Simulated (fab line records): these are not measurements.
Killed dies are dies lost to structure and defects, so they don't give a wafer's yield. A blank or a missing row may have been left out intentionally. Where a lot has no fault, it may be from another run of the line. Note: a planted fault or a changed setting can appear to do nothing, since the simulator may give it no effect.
fab line records	flow n5Finfet
record: lots: 7	wafers: 39
route steps=1938 shown FIN_SAQP@94 STI_FIN_REVEAL@198 DUMMY_REMOVAL@382 HKMG_FIN@442 MOL_CONTACT_COAG@613 BEOL_M0@734 BEOL_M4@1100 BEOL_M8@1377 BEOL_M11@1536 BEOL_M13@1659 BEOL_M15@1809 PASSIVATION@1916
startH: hours from the record's opening day to when the first of the lot's shown wafers began	waitH: hours elapsed since this lot's preceding step	" same as the row above	L1.1+2: several wafers, shown together as one row	- no value, or no start was given	* or withheld: withheld	< > ~ a bound
route shown NAME@n: names a module that has steps shown in the file, with the first one's number in the route	usual: the fault-free wafers' mean and standard deviation	same: alike in all rows	chamber/n: place in a boat	sites: the reading at each site	_std_site: their standard deviation	_edge_site: inner sites' mean taken away from outer sites' mean	radiusMm: for every site, how far away it sits from the centre of the wafer	mask NAME#n: copy n	behind: tool/chamber where the wafer was last shaped	hold: cause of the lot's hold/its duration in hours/its outcome	device: which transistor (n, p or np) failed to switch	end of line: tests run on the same wafers once the route is complete	a step without rows: its recipe alone	killed: the dies lost at the first sort to structure and to defects; this is not the yield of the wafer	map: the dies of a wafer, with x for killed, . for not killed, _ for no die there
set.NAME: setting as actually run; set.NAME@STEP: the setting as run at that earlier step	model.NAME: the simulator's own value behind a step, which no gauge read
one table per step and one row per wafer, for lots whose settings were changed on purpose
== steps ==
step: N5_FIN_SAQP_ALD_61
recipe: material: SiO2	targetThkA: 40	tempC: 300	aldPrecursorFamily: BDEAS	aldCoReactant: O2-plasma	pulseTimeS: 1	purgeTimeS: 2	coReactantPurgeTimeS: 2	aldCycles: 43	pressureTorr: 2
step: N5_STI_FIN_REVEAL_PRECLEAN_17
recipe: chemistry: NF3:NH3	afsCycles: 1	tempC: 30	timeS: 20	sublimationTempC: 180	sublimationTimeS: 60	pressureTorr: 3	rfPowerW: 30
step: N5_DUMMY_REMOVAL_PRECLEAN_08
recipe: chemistry: NF3:NH3	afsCycles: 2	tempC: 30	timeS: 20	sublimationTempC: 180	sublimationTimeS: 60	pressureTorr: 3	rfPowerW: 30
step: N5_HKMG_FIN_ALD_91
recipe: material: TiN	targetThkA: 10	tempC: 400	aldPrecursorFamily: TiCl4	aldCoReactant: NH3	pulseTimeS: 1	purgeTimeS: 3	coReactantPurgeTimeS: 2	coReactantPulseTimeS: 2	aldCycles: 47	pressureTorr: 3
step: N5_MOL_CONTACT_COAG_ETCHBACK_136
recipe: chemistry: CHF3	target: SiO2	targetDepthA: 250	timeS: 16.7	ionEnergyEv: 200	pressureMtorr: 30	sourceW: 610	biasW: 170	Ar_flow_sccm: 200	CHF3_flow_sccm: 50
step: N5_BEOL_M0_SPUTTER_116
recipe: material: Cu	targetThkA: 40	tempC: -20	chamberPressurePa: 0.07	powerW: withheld	timeS: 7.37
step: N5_BEOL_M4_SPUTTER_96
recipe: material: Cu	targetThkA: 45	tempC: -20	chamberPressurePa: 0.07	powerW: withheld	timeS: 8.29
step: N5_BEOL_M8_TRENCH_ETCH_37
recipe: chemistry: C4F6/O2	targetDepthA: 934.78	target: SiCOH_lowk	timeS: 31.2	ionEnergyEv: 250	pressureMtorr: 30	sourceW: 345	biasW: 185	Ar_flow_sccm: 300	C4F6_flow_sccm: 10	O2_flow_sccm: 10
step: N5_BEOL_M11_ILD_DEP_00
recipe: material: SiCOH_lowk	targetThkA: 3085.1	tempC: 300	precursor: DEMS/porogen	pressureTorr: 5	rfW: 500	timeS: 58
step: N5_BEOL_M13_ILD_DEP_00
recipe: material: SiOC	targetThkA: 8379.2	tempC: 350	precursor: DEMS/O2	pressureTorr: 5	rfW: 500	timeS: 166.4
step: N5_BEOL_M15_TRENCH_ETCH_34
recipe: chemistry: C4F8/O2/Ar	target: SiO2	targetDepthA: 8729.3	heInnerTorr: 15	heOuterTorr: 30	timeS: 199	ionEnergyEv: 800	pressureMtorr: 20	sourceW: 1905	biasW: 2040	Ar_flow_sccm: 400	C4F8_flow_sccm: 16	O2_flow_sccm: 12
step: N5_PASSIVATION_PECVD_35
recipe: material: SiNx	targetThkA: 7000	tempC: 400	precursor: SiH4/NH3/N2	pressureTorr: 4.9	rfW: 1406	timeS: 151.3
step: N5_PASSIVATION_PROBE_49
usual: killedAtContacts: 11/6.2
lot.wafer	tool	chamber	startH	waitH	set.aldCycles@FIN_SAQP_ALD_61	set.timeS@STI_FIN_REVEAL_PRECLEAN_17	set.timeS@DUMMY_REMOVAL_PRECLEAN_08	set.aldCycles@HKMG_FIN_ALD_91	set.targetDepthA@MOL_CONTACT_COAG_ETCHBACK_136	set.targetThkA@BEOL_M0_SPUTTER_116	set.timeS@BEOL_M4_SPUTTER_96	set.timeS@BEOL_M8_TRENCH_ETCH_37	set.targetThkA@BEOL_M11_ILD_DEP_00	set.timeS@BEOL_M13_ILD_DEP_00	set.timeS@BEOL_M15_TRENCH_ETCH_34	set.timeS@PASSIVATION_PECVD_35	killedAtContacts
L075.1	prober-01	-	250.38	0.0	43	11.21	8.234	47	250	40	10.5	31.2	3085.1	166.4	316.2	151.3	19
L075.2	prober-01	-	250.43	0.1	43	20	20	47	250	40	8.29	39.22	3085.1	166.4	316.2	79.27	5
L075.3	prober-01	-	250.48	0.1	43	20	8.234	47	250	40	10.5	39.22	3085.1	166.4	199	79.27	12
L075.4	prober-01	-	250.53	0.2	43	20	20	75	250	40	10.5	31.2	3085.1	166.4	199	151.3	5
L075.5	prober-01	-	250.58	0.2	43	11.21	20	75	250	40	8.29	39.22	3085.1	166.4	199	151.3	9
L075.6	prober-01	-	250.63	0.3	43	11.21	8.234	75	250	40	8.29	31.2	3085.1	166.4	316.2	79.27	5
L074.1	prober-01	-	274.50	0.0	32	25.39	28.43	56	250	40	5.178	31.2	3085.1	166.4	244.2	151.3	7
L074.2	prober-01	-	274.55	0.1	32	20	28.43	47	117.8	40	8.29	31.2	1470	166.4	244.2	62.36	1052
L074.3	prober-01	-	274.60	0.1	32	25.39	20	47	250	40	8.29	31.2	3085.1	166.4	199	62.36	17
L074.4	prober-01	-	274.65	0.2	43	25.39	20	47	117.8	40	5.178	31.2	3085.1	166.4	199	62.36	1048
L074.5	prober-01	-	274.70	0.2	43	20	28.43	56	250	40	5.178	31.2	1470	166.4	244.2	151.3	12
L074.6	prober-01	-	274.75	0.3	43	20	20	56	117.8	40	8.29	31.2	1470	166.4	199	151.3	1077
L077.1	prober-01	-	292.29	0.0	43	24.26	20	47	250	31.39	8.29	31.2	3085.1	166.4	199	151.3	4
L077.2	prober-01	-	292.34	0.1	19	20	20	47	162.5	31.39	10.18	31.2	1442	135.6	263.6	151.3	372
L077.3	prober-01	-	292.39	0.1	19	24.26	20	47	250	40	10.18	24.1	3085.1	135.6	199	240	11
L077.4	prober-01	-	292.44	0.2	19	20	20	47	250	40	8.29	24.1	1442	166.4	263.6	151.3	9
L077.5	prober-01	-	292.49	0.2	43	24.26	20	47	162.5	31.39	8.29	24.1	3085.1	135.6	263.6	240	389
L077.6	prober-01	-	292.54	0.3	43	20	20	47	162.5	40	10.18	31.2	1442	166.4	199	240	149
L084.1	prober-01	-	319.20	0.0	43	28.32	29.97	47	250	40	8.29	31.2	4773	166.4	199	151.3	16
L084.2	prober-01	-	319.25	0.1	43	28.32	20	35	320	60.84	4.783	49.33	3085.1	166.4	90.3	121.6	10
L084.3	prober-01	-	319.30	0.1	25	28.32	20	35	250	60.84	8.29	31.2	3085.1	166.4	90.3	121.6	7
L084.4	prober-01	-	319.35	0.2	25	20	20	47	320	40	4.783	31.2	3085.1	166.4	199	151.3	3
L084.5	prober-01	-	319.40	0.2	25	20	29.97	47	320	60.84	8.29	49.33	4773	166.4	90.3	151.3	16
L084.6	prober-01	-	319.45	0.3	43	20	29.97	35	250	40	4.783	49.33	4773	166.4	199	121.6	2
L082.1	prober-01	-	320.94	0.0	43	20	20	47	250	40	8.29	31.2	3085.1	166.4	199	151.3	13
L082.4	prober-01	-	321.09	0.2	43	20	20	47	250	40	8.29	31.2	3085.1	166.4	199	151.3	22
L082.5	prober-01	-	321.14	0.2	43	20	20	47	250	40	8.29	31.2	3085.1	166.4	199	151.3	19
L088.1	prober-02	-	348.04	0.0	43	26.75	20	47	149.3	57.57	6.17	31.2	2017	243.8	153.5	151.3	889
L088.2	prober-02	-	348.09	0.1	43	20	20	60	250	57.57	6.17	31.2	2017	166.4	199	151.3	21
L088.3	prober-02	-	348.14	0.1	43	20	11.13	47	149.3	57.57	8.29	31.2	3085.1	243.8	199	151.3	765
L088.4	prober-02	-	348.19	0.2	43	26.75	20	60	149.3	40	8.29	31.2	3085.1	243.8	153.5	151.3	943
L088.5	prober-02	-	348.24	0.2	43	20	11.13	47	250	40	8.29	31.2	2017	166.4	199	151.3	26
L088.6	prober-02	-	348.29	0.3	43	26.75	11.13	60	250	40	6.17	31.2	3085.1	166.4	153.5	151.3	27
L095.1	prober-01	-	398.43	0.0	64	20	27.77	30	350.6	40	12.87	22.69	3085.1	166.4	199	151.3	8
L095.2	prober-01	-	398.48	0.1	43	20	20	30	250	40	8.29	31.2	3085.1	233.2	264.5	151.3	23
L095.3	prober-01	-	398.53	0.1	64	20	27.77	47	250	23.01	12.87	31.2	4618	233.2	199	151.3	13
L095.4	prober-01	-	398.58	0.2	64	20	20	30	350.6	23.01	8.29	31.2	4618	166.4	264.5	151.3	13
L095.5	prober-01	-	398.63	0.2	43	20	27.77	47	250	23.01	8.29	22.69	3085.1	166.4	199	151.3	9
L095.6	prober-01	-	398.68	0.3	43	20	20	47	350.6	40	12.87	22.69	4618	233.2	264.5	151.3	10
killed by level:class
L075.1 FIN_SAQP:geometricParticle:open=15 MOL_CONTACT_COAG:geometricParticle:open=15 BEOL_M3:geometricParticle:open=8 BEOL_M4:geometricParticle:open=8 GATE_CUT:geometricParticle:short=5 BEOL_M3:geometricParticle:short=5 MOL_CONTACT_COAG:geometricParticle:short=4 BEOL_M5:geometricParticle:open=4
L075.2 STI_FIN_REVEAL:geometricParticle:open=12 FIN_SAQP:geometricParticle:open=11 BEOL_M1:geometricParticle:open=11 BEOL_M4:geometricParticle:open=9 FIN_SAQP:geometricParticle:short=8 BEOL_M3:geometricParticle:open=7 BEOL_M0_SAQP:geometricParticle:short=4 MOL_CONTACT_COAG:geometricParticle:open=3
L075.3 BEOL_M1:geometricParticle:open=12 MOL_CONTACT_COAG:geometricParticle:open=9 FIN_SAQP:geometricParticle:open=7 BEOL_M4:geometricParticle:open=6 BEOL_M0_SAQP:geometricParticle:short=5 GATE_CUT:geometricParticle:open=4 BEOL_M3:geometricParticle:open=4 FIN_SAQP:geometricParticle:short=3
L075.4 STI_FIN_REVEAL:geometricParticle:open=7 BEOL_M3:geometricParticle:open=7 BEOL_M0_SAQP:geometricParticle:short=6 BEOL_M1:geometricParticle:open=6 BEOL_M4:geometricParticle:open=6 BEOL_M2:geometricParticle:open=5 FIN_SAQP:geometricParticle:open=4 GATE_CUT:geometricParticle:short=4
L075.5 BEOL_M3:geometricParticle:open=12 FIN_SAQP:geometricParticle:short=6 FIN_SAQP:geometricParticle:open=5 MOL_CONTACT_COAG:geometricParticle:open=5 BEOL_M0_SAQP:geometricParticle:open=5 BEOL_M1:geometricParticle:open=5 DUMMY_GATE:geometricParticle:short=4 MOL_CONTACT_COAG:geometricParticle:short=4
L075.6 BEOL_M4:geometricParticle:open=13 BEOL_M2:geometricParticle:open=10 FIN_SAQP:geometricParticle:short=7 STARTING-WAFER:geometricParticle:short=6 BEOL_M1:geometricParticle:open=6 BEOL_M3:geometricParticle:open=5 FIN_SAQP:geometricParticle:open=4 DUMMY_GATE:geometricParticle:open=3
L074.1 BEOL_M0_SAQP:geometricParticle:short=18 FIN_SAQP:geometricParticle:short=13 FIN_SAQP:geometricParticle:open=12 BEOL_M2:geometricParticle:open=11 BEOL_M0_SAQP:geometricParticle:open=8 ILD0:geometricParticle:open=7 DUMMY_GATE:geometricParticle:open=6 BEOL_M4:geometricParticle:open=6
L074.2 MOL_CONTACT_COAG:areaEtch=1043 BEOL_M0_SAQP:geometricParticle:short=20 BEOL_M0_SAQP:geometricParticle:open=18 FIN_SAQP:geometricParticle:open=10 FIN_SAQP:geometricParticle:short=8 STI_FIN_REVEAL:geometricParticle:open=7 DUMMY_GATE:geometricParticle:open=7 MOL_CONTACT_COAG:geometricParticle:open=7
L074.3 BEOL_M0_SAQP:geometricParticle:short=17 MOL_CONTACT_COAG:geometricParticle:open=15 FIN_SAQP:geometricParticle:open=13 FIN_SAQP:geometricParticle:short=12 BEOL_M4:geometricParticle:open=8 BEOL_M0_SAQP:geometricParticle:open=8 DUMMY_GATE:geometricParticle:open=7 GATE_CUT:geometricParticle:short=7
L074.4 MOL_CONTACT_COAG:areaEtch=1042 BEOL_M0_SAQP:geometricParticle:short=20 BEOL_M0_SAQP:geometricParticle:open=16 FIN_SAQP:geometricParticle:open=13 FIN_SAQP:geometricParticle:short=13 STI_FIN_REVEAL:geometricParticle:open=7 GATE_CUT:geometricParticle:short=7 MOL_CONTACT_COAG:geometricParticle:short=5
L074.5 BEOL_M11:areaDep=1062 BEOL_M0_SAQP:geometricParticle:open=15 FIN_SAQP:geometricParticle:short=14 FIN_SAQP:geometricParticle:open=12 BEOL_M4:geometricParticle:open=12 BEOL_M0_SAQP:geometricParticle:short=10 MOL_CONTACT_COAG:geometricParticle:open=9 DUMMY_GATE:geometricParticle:open=6
L074.6 MOL_CONTACT_COAG:areaEtch=1067 FIN_SAQP:geometricParticle:short=15 BEOL_M0_SAQP:geometricParticle:short=14 FIN_SAQP:geometricParticle:open=10 DUMMY_GATE:geometricParticle:open=10 MOL_CONTACT_COAG:geometricParticle:open=9 BEOL_M0_SAQP:geometricParticle:open=8 BEOL_M4:geometricParticle:open=8
L077.1 BEOL_M3:geometricParticle:open=11 FIN_SAQP:geometricParticle:short=8 STI_FIN_REVEAL:geometricParticle:open=6 BEOL_M0_SAQP:geometricParticle:open=6 BEOL_M0_SAQP:geometricParticle:short=6 BEOL_M2:geometricParticle:open=6 BEOL_M4:geometricParticle:open=6 MOL_CONTACT_COAG:geometricParticle:open=4
L077.2 BEOL_M11:areaDep=722 MOL_CONTACT_COAG:areaEtch=361 FIN_SAQP:geometricParticle:short=13 MOL_CONTACT_COAG:geometricParticle:open=10 STI_FIN_REVEAL:geometricParticle:open=8 BEOL_M2:geometricParticle:open=8 BEOL_M3:geometricParticle:open=7 BEOL_M0_SAQP:geometricParticle:open=5
L077.3 PASSIVATION:areaPecvd=1098 BEOL_M2:geometricParticle:open=13 BEOL_M1:geometricParticle:open=10 MOL_CONTACT_COAG:geometricParticle:open=8 BEOL_M0_SAQP:geometricParticle:open=6 BEOL_M0_SAQP:geometricParticle:short=4 BEOL_M3:geometricParticle:open=4 STI_FIN_REVEAL:geometricParticle:open=3
L077.4 BEOL_M11:areaDep=1077 FIN_SAQP:geometricParticle:short=9 MOL_CONTACT_COAG:geometricParticle:open=8 BEOL_M0_SAQP:geometricParticle:short=7 BEOL_M4:geometricParticle:open=7 STI_FIN_REVEAL:geometricParticle:open=6 PASS1_CAP:geometricParticle:short=6 DUMMY_GATE:geometricParticle:open=4
L077.5 PASSIVATION:areaPecvd=696 MOL_CONTACT_COAG:areaEtch=382 FIN_SAQP:geometricParticle:short=15 BEOL_M1:geometricParticle:open=9 BEOL_M0_SAQP:geometricParticle:short=9 MOL_CONTACT_COAG:geometricParticle:open=7 BEOL_M4:geometricParticle:open=7 BEOL_M0:interfaceVoidOpened=6
L077.6 BEOL_M11:areaDep=937 MOL_CONTACT_COAG:areaEtch=127 MOL_CONTACT_COAG:geometricParticle:open=17 PASSIVATION:areaPecvd=16 BEOL_M0_SAQP:geometricParticle:short=10 BEOL_M4:geometricParticle:open=9 BEOL_M0_SAQP:geometricParticle:open=8 STI_FIN_REVEAL:geometricParticle:open=7
L084.1 BEOL_M11:areaEtch=1101 MOL_CONTACT_COAG:geometricParticle:open=14 STI_FIN_REVEAL:geometricParticle:open=10 BEOL_M4:geometricParticle:open=6 STARTING-WAFER:geometricParticle:open=5 BEOL_M0_SAQP:geometricParticle:open=4 BEOL_M0:geometricParticle:open=4 STARTING-WAFER:geometricParticle:short=4
L084.2 BEOL_M8:areaEtch=565 HKMG_FIN:areaAld=127 BEOL_M15:areaEcd=93 BEOL_M0_SAQP:geometricParticle:open=10 MOL_CONTACT_COAG:geometricParticle:open=8 BEOL_M0_SAQP:geometricParticle:short=8 BEOL_M4:geometricParticle:open=8 FIN_SAQP:geometricParticle:open=6
L084.3 BEOL_M15:areaEcd=234 BEOL_M0_SAQP:geometricParticle:short=12 MOL_CONTACT_COAG:geometricParticle:open=7 BEOL_M0_SAQP:geometricParticle:open=7 BEOL_M2:geometricParticle:open=7 BEOL_M7:geometricParticle:open=4 FIN_SAQP:geometricParticle:short=2 STI_FIN_REVEAL:geometricParticle:open=2
L084.4 BEOL_M4:geometricParticle:open=9 BEOL_M0_SAQP:geometricParticle:open=5 STARTING-WAFER:geometricParticle:open=5 BEOL_M2:geometricParticle:open=4 FIN_SAQP:geometricParticle:open=3 STI_FIN_REVEAL:geometricParticle:open=3 MOL_CONTACT_COAG:geometricParticle:open=3 BEOL_M0_SAQP:geometricParticle:short=3
L084.5 BEOL_M11:areaEtch=827 BEOL_M8:areaEtch=284 MOL_CONTACT_COAG:geometricParticle:open=12 GATE_CUT:geometricParticle:short=5 BEOL_M0_SAQP:geometricParticle:open=4 BEOL_M0_SAQP:geometricParticle:short=4 BEOL_M0:geometricParticle:open=4 BEOL_M2:geometricParticle:open=4
L084.6 BEOL_M11:areaEtch=994 BEOL_M8:areaEtch=88 STI_FIN_REVEAL:geometricParticle:open=15 BEOL_M2:geometricParticle:open=10 BEOL_M2:geometricParticle:short=7 DUMMY_GATE:geometricParticle:open=4 GATE_CUT:geometricParticle:short=4 BEOL_M0_SAQP:geometricParticle:open=4
L082.1 FIN_SAQP:geometricParticle:open=12 MOL_CONTACT_COAG:geometricParticle:open=11 BEOL_M0:geometricParticle:open=6 BEOL_M1:geometricParticle:open=6 BEOL_M3:geometricParticle:short=6 FIN_SAQP:geometricParticle:short=4 GATE_CUT:geometricParticle:open=4 BEOL_M0_SAQP:geometricParticle:open=4
L082.4 MOL_CONTACT_COAG:geometricParticle:open=16 BEOL_M3:geometricParticle:open=12 BEOL_M2:geometricParticle:open=9 BEOL_M1:geometricParticle:open=8 MOL_CONTACT_COAG:geometricParticle:short=6 BEOL_M0_SAQP:geometricParticle:short=6 BEOL_M0_SAQP:geometricParticle:open=5 GATE_CUT:geometricParticle:short=4
L082.5 MOL_CONTACT_COAG:geometricParticle:open=17 DUMMY_GATE:geometricParticle:open=6 FIN_SAQP:geometricParticle:short=5 BEOL_M0:geometricParticle:open=4 DUMMY_GATE:geometricParticle:short=3 GATE_CUT:geometricParticle:open=3 BEOL_M0_SAQP:geometricParticle:open=3 BEOL_M2:geometricParticle:open=3
L088.1 MOL_CONTACT_COAG:areaEtch=872 BEOL_M11:areaDep=21 MOL_CONTACT_COAG:geometricParticle:open=14 BEOL_M0_SAQP:geometricParticle:open=13 BEOL_M0_SAQP:geometricParticle:short=12 FIN_SAQP:geometricParticle:open=11 STI_FIN_REVEAL:geometricParticle:open=11 BEOL_M3:geometricParticle:open=10
L088.2 FIN_SAQP:geometricParticle:open=19 MOL_CONTACT_COAG:geometricParticle:open=17 BEOL_M3:geometricParticle:open=15 BEOL_M0_SAQP:geometricParticle:short=6 FIN_SAQP:geometricParticle:short=6 STI_FIN_REVEAL:geometricParticle:open=5 DUMMY_GATE:geometricParticle:open=4 MOL_CONTACT_COAG:geometricParticle:short=4
L088.3 MOL_CONTACT_COAG:areaEtch=747 FIN_SAQP:geometricParticle:open=34 MOL_CONTACT_COAG:geometricParticle:open=16 STI_FIN_REVEAL:geometricParticle:open=12 FIN_SAQP:geometricParticle:short=9 BEOL_M0_SAQP:geometricParticle:open=7 STI_FIN_REVEAL:geometricParticle:short=6 BEOL_M5:geometricParticle:open=6
L088.4 MOL_CONTACT_COAG:areaEtch=924 MOL_CONTACT_COAG:geometricParticle:open=19 STI_FIN_REVEAL:geometricParticle:open=14 FIN_SAQP:geometricParticle:open=10 BEOL_M0_SAQP:geometricParticle:short=8 FIN_SAQP:geometricParticle:short=7 BEOL_M3:geometricParticle:open=7 BEOL_M2:geometricParticle:open=4
L088.5 FIN_SAQP:geometricParticle:open=24 MOL_CONTACT_COAG:geometricParticle:open=18 BEOL_M3:geometricParticle:open=14 STI_FIN_REVEAL:geometricParticle:open=9 MOL_CONTACT_COAG:geometricParticle:short=8 FIN_SAQP:geometricParticle:short=7 BEOL_M0_SAQP:geometricParticle:short=7 BEOL_M2:geometricParticle:open=6
L088.6 FIN_SAQP:geometricParticle:open=23 MOL_CONTACT_COAG:geometricParticle:open=17 STI_FIN_REVEAL:geometricParticle:open=10 MOL_CONTACT_COAG:geometricParticle:short=10 BEOL_M3:geometricParticle:open=10 BEOL_M2:geometricParticle:open=9 STARTING-WAFER:geometricParticle:open=4 DUMMY_GATE:geometricParticle:short=3
L095.1 FIN_CUT:areaEtch=633 HKMG_FIN:areaAld=15 BEOL_M3:geometricParticle:open=10 FIN_SAQP:geometricParticle:open=6 MOL_CONTACT_COAG:geometricParticle:open=6 BEOL_M8:areaEcd=6 BEOL_M2:geometricParticle:open=5 FIN_SAQP:geometricParticle:short=5
L095.2 HKMG_FIN:areaAld=111 MOL_CONTACT_COAG:geometricParticle:open=21 FIN_SAQP:geometricParticle:open=11 BEOL_M0_SAQP:geometricParticle:open=6 BEOL_M3:geometricParticle:open=6 BEOL_M0_SAQP:geometricParticle:short=5 BEOL_M4:geometricParticle:open=5 STI_FIN_REVEAL:geometricParticle:open=4
L095.3 BEOL_M11:areaEtch=728 FIN_CUT:areaEtch=331 BEOL_M0_SAQP:geometricParticle:open=19 BEOL_M0_SAQP:geometricParticle:short=14 MOL_CONTACT_COAG:geometricParticle:open=12 BEOL_M2:geometricParticle:open=8 FIN_SAQP:geometricParticle:short=6 BEOL_M3:geometricParticle:open=6
L095.4 FIN_CUT:areaEtch=792 BEOL_M11:areaEtch=266 BEOL_M0:interfaceVoidOpened=16 STI_FIN_REVEAL:geometricParticle:open=15 MOL_CONTACT_COAG:geometricParticle:open=11 BEOL_M0_SAQP:geometricParticle:open=10 BEOL_M0_SAQP:geometricParticle:short=7 BEOL_M3:geometricParticle:open=7
L095.5 BEOL_M0:interfaceVoidOpened=12 BEOL_M3:geometricParticle:open=10 FIN_SAQP:geometricParticle:open=9 FIN_SAQP:geometricParticle:short=8 BEOL_M2:geometricParticle:open=7 GATE_CUT:geometricParticle:short=6 STARTING-WAFER:geometricParticle:short=6 MOL_CONTACT_COAG:geometricParticle:open=5
L095.6 BEOL_M11:areaEtch=1102 MOL_CONTACT_COAG:geometricParticle:open=9 BEOL_M2:geometricParticle:open=9 STI_FIN_REVEAL:geometricParticle:open=7 BEOL_M0_SAQP:geometricParticle:short=6 BEOL_M0_SAQP:geometricParticle:open=6 BEOL_M4:geometricParticle:open=4 FIN_SAQP:geometricParticle:open=3
== key ==
split: step: N5_FIN_SAQP_ALD_61	setting: aldCycles	statedAs: 43
response none clear
split: step: N5_STI_FIN_REVEAL_PRECLEAN_17	setting: timeS	statedAs: 20
response none clear
split: step: N5_DUMMY_REMOVAL_PRECLEAN_08	setting: timeS	statedAs: 20
response none clear
split: step: N5_HKMG_FIN_ALD_91	setting: aldCycles	statedAs: 47
response none clear
split: step: N5_MOL_CONTACT_COAG_ETCHBACK_136	setting: targetDepthA	statedAs: 250
response: step: N5_PASSIVATION_PROBE_49	reading: killedAtContacts	slope: -12	per: 1%	togetherWith: all	explained: 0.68
split: step: N5_BEOL_M0_SPUTTER_116	setting: targetThkA	statedAs: 40
response none clear
split: step: N5_BEOL_M4_SPUTTER_96	setting: timeS	statedAs: 8.29
response none clear
split: step: N5_BEOL_M8_TRENCH_ETCH_37	setting: timeS	statedAs: 31.2
response none clear
split: step: N5_BEOL_M11_ILD_DEP_00	setting: targetThkA	statedAs: 3085.1
response none clear
split: step: N5_BEOL_M13_ILD_DEP_00	setting: timeS	statedAs: 166.4
response none clear
split: step: N5_BEOL_M15_TRENCH_ETCH_34	setting: timeS	statedAs: 199
response none clear
split: step: N5_PASSIVATION_PECVD_35	setting: timeS	statedAs: 151.3
response none clear
